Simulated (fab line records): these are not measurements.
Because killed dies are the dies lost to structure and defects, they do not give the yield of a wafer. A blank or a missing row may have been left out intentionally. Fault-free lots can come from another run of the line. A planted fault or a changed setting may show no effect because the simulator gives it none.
Matching of chambers :: flow nandHarc :: NHARC_A_CHANNEL_FILL_D2_ALD_25 on aldHk-01: 4 sister chambers
The step deposits SiOx, target thk 60 nm, pulse time 10 s, ald cycles 600. 14 wafers are shown with their chamber, then 7 later ones without.

== WAFERS PAIRED WITH THEIR CHAMBERS ==
wafer: L415.1
chamber: 2
heaterPowerW (W): 500
heaterPowerOuterW (W): 300
precursorPulseHeightRel: 1.005

wafer: L415.2
chamber: 0
heaterPowerW (W): 440
heaterPowerOuterW (W): 259
precursorPulseHeightRel: 0.957

wafer: L415.3
chamber: 1
heaterPowerW (W): 419
heaterPowerOuterW (W): 227
precursorPulseHeightRel: 1.030

wafer: L414.1
chamber: 2
heaterPowerW (W): 514
heaterPowerOuterW (W): 295
precursorPulseHeightRel: 0.984

wafer: L414.3
chamber: 0
heaterPowerW (W): 438
heaterPowerOuterW (W): 254
precursorPulseHeightRel: 0.992

wafer: L414.4
chamber: 1
heaterPowerW (W): 426
heaterPowerOuterW (W): 226
precursorPulseHeightRel: 1.031

wafer: L422.2
chamber: 1
heaterPowerW (W): 427
heaterPowerOuterW (W): 227
precursorPulseHeightRel: 1.006

wafer: L422.1
chamber: 3
heaterPowerW (W): 477
heaterPowerOuterW (W): 263
precursorPulseHeightRel: 0.985

wafer: L422.6
chamber: 1
heaterPowerW (W): 428
heaterPowerOuterW (W): 218
precursorPulseHeightRel: 1.008

wafer: L426.3
chamber: 1
heaterPowerW (W): 422
heaterPowerOuterW (W): 224
precursorPulseHeightRel: 0.998

wafer: L426.1
chamber: 3
heaterPowerW (W): 481
heaterPowerOuterW (W): 277
precursorPulseHeightRel: 0.974

wafer: L426.6
chamber: 2
heaterPowerW (W): 509
heaterPowerOuterW (W): 281
precursorPulseHeightRel: 1.022

wafer: L427.4
chamber: 0
heaterPowerW (W): 439
heaterPowerOuterW (W): 259
precursorPulseHeightRel: 0.988

wafer: L427.2
chamber: 2
heaterPowerW (W): 501
heaterPowerOuterW (W): 292
precursorPulseHeightRel: 0.976

SIGNATURES (means of the wafers above)
reading: heaterPowerW
chamber 0: 439.00
chamber 1: 424.40
chamber 2: 506.00
chamber 3: 479.00
scatter within a chamber: 4.49

reading: heaterPowerOuterW
chamber 0: 257.33
chamber 1: 224.40
chamber 2: 292.00
chamber 3: 270.00
scatter within a chamber: 6.05

reading: precursorPulseHeightRel
chamber 0: 0.97900
chamber 1: 1.01460
chamber 2: 0.99675
chamber 3: 0.97950
scatter within a chamber: 0.0173
Rule: distance of a wafer from a chamber = root of the sum over the readings of ((wafer's reading minus chamber's mean) / reading's scatter) squared. If the next closest chamber is less than 2 further off than the closest, the wafer can't be placed; otherwise it belongs to the closest. The scatter: the root of (the sum of the squares of (reading less its chamber's mean) over the shown wafers, divided by (wafers less chambers)).

== WAFERS WHOSE CHAMBER IS MISSING ==
wafer: L427.5
heaterPowerW (W): 428
heaterPowerOuterW (W): 226
precursorPulseHeightRel: 1.039

wafer: L435.2
heaterPowerW (W): 398
heaterPowerOuterW (W): 239
precursorPulseHeightRel: 1.061

wafer: L435.3
heaterPowerW (W): 486
heaterPowerOuterW (W): 281
precursorPulseHeightRel: 1.003

wafer: L435.6
heaterPowerW (W): 405
heaterPowerOuterW (W): 235
precursorPulseHeightRel: 1.023

wafer: L437.3
heaterPowerW (W): 488
heaterPowerOuterW (W): 268
precursorPulseHeightRel: 0.978

wafer: L437.4
heaterPowerW (W): 387
heaterPowerOuterW (W): 234
precursorPulseHeightRel: 1.024

wafer: L437.6
heaterPowerW (W): 479
heaterPowerOuterW (W): 276
precursorPulseHeightRel: 1.015

== WHICH CHAMBER EACH ONE RAN IN ==
wafer: L427.5
from the rows above: 1
in truth: 1

wafer: L435.2
from the rows above: 1
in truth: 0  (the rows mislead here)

wafer: L435.3
from the rows above: 3
in truth: 3

wafer: L435.6
from the rows above: 1
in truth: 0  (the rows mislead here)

wafer: L437.3
from the rows above: 3
in truth: 3

wafer: L437.4
from the rows above: 1
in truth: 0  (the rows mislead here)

wafer: L437.6
from the rows above: 3
in truth: 3
Correctly placed: 4 of 7. From these rows, 0 cannot be placed. Number placed wrongly: 3.
